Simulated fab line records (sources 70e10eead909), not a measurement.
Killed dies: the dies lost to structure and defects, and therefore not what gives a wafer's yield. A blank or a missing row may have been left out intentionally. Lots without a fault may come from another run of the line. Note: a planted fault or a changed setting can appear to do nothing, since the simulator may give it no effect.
Comparing a struck lot with a sound one | flow nand_harc | 14 steps out of a route of 1302
Sound: the wafers L261.2, L261.5, L261.6. Struck: wafer L272.1 (L272.3, L272.4, from the same lot, were not struck and are left out); the cause is given at the end.
Each step with rows lists, per side, the tool, then ch with its chambers, then its first start. Under that, the readings that differ: sound wafers | struck wafers | difference of the means | sigmas: that difference in standard deviations of wafers without a fault.
alike: same words and numbers on both sides, and readings whose means sit less than 2 such deviations apart. not compared: any withheld reading, any reading some wafer has no value for, any bound like >300 that may hide the same value, and any number with overlapping values for which the record gives no deviation.
A row with sigmas, a row that says differs or no value, or rows on one side alone: a step with any of these is where the two part. Non-overlapping numbers with no deviation appear without sigmas and do not part them. A reading missing from all wafers of one side parts the sides only when that side holds two or more wafers.

first, 1 step without rows for these wafers: NHARC_A_CONTACT_ETCH_139 (etches the open film in C4F8/O2/Ar, time 195 s, target depth 840 nm).
NHARC_A_CONTACT_ETCH_92: etches the open film in CH3F/O2, target depth 40 nm, time 85.7 s.
  sound on rie_diel-11 ch 0,2,3, day 24 18:42; struck on rie_diel-03 ch 1, day 29 16:06
  alike: bias_w, drypump_motor_current_A, oes_product_au, rf_vpp_V, showerhead_plenum_p_Torr, throttle_valve_pct
  not compared: rf_hours_counter_h
NHARC_A_CONTACT_ETCH_98: etches the open film in C4F6/O2, target depth 20 nm, time 10 s.
  sound on rie_diel-11 ch 0,1,3; struck on rie_diel-03 ch 1
  alike: bias_w, drypump_motor_current_A, oes_product_au, rf_vpp_V, showerhead_plenum_p_Torr, throttle_valve_pct
  not compared: rf_hours_counter_h
NHARC_A_CONTACT_CD_MEAS_15:
  sound: cd_sem-02 at day 24 18:53; struck: cd_sem-01 at day 29 16:18
  alike: cd_nm
then, 3 steps without rows for these wafers: NHARC_A_CONTACT_STRIP_107 (strips in N2/H2); NHARC_A_CONTACT_STRIP_108 (strips in CF4/CHF3); NHARC_A_CONTACT_STRIP_109 (strips in O2/COS).
NHARC_A_CONTACT_ETCH_110: etches the open film in CF4/O2, target depth 60 nm, overetch 6 nm, time 33 s.
  sound on rie_diel-08 ch 0,1,3, day 24 19:14; struck on rie_diel-08 ch 0, day 29 16:36
  alike: bias_w, cf4_flow_sccm, drypump_motor_current_A, oes_product_au, rf_vpp_V, showerhead_plenum_p_Torr, throttle_valve_pct
  not compared: rf_hours_counter_h
then, 2 steps without rows for these wafers: NHARC_A_CONTACT_STRIP_26 (strips in O2); NHARC_A_CONTACT_STRIP_27 (strips in post etch residue remover, time 600 s).
NHARC_A_CONTACT_ALD_18: deposits TiN, target thk 3 nm, pulse time 1 s, ald cycles 150.
  sound on ald_metal-01 ch 2,3, day 24 19:55; struck on ald_metal-01 ch 3, day 29 17:15
  alike: heater_power_w, precursor_pulse_height_rel
NHARC_A_CONTACT_CVD_19: deposits W, target thk 300 nm, time 802 s.
  sound on cvd_w-01 ch 0,1; struck on cvd_w-01 ch 0
  alike: heater_power_w, throttle_valve_pct
NHARC_A_CONTACT_CMP_20: polishes, t overpolish 30 s, target thk 300 nm.
  sound on cmp-01 ch 0,1, day 24 21:01; struck on cmp-01 ch 0, day 29 18:23
  reading                | sound          | struck | difference | sigmas
  time_to_endpoint_s (s) | 56.6 60.5 60.0 | 32.5   | -26.5      | -11
  alike: motor_current_A, overpolish_run_s, slurry_filter_dp_kPa, slurry_flow_ml_min
then, 1 step without rows for these wafers: NHARC_END_SORT_01.

## WHERE THEY PART
At NHARC_A_CONTACT_CMP_20 and nowhere else, as far as this record goes.

WHY: whatever the simulator had introduced
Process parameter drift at NHARC_A_CONTACT_CMP_20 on cmp-01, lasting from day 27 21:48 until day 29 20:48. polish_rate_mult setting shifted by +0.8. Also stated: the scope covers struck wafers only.
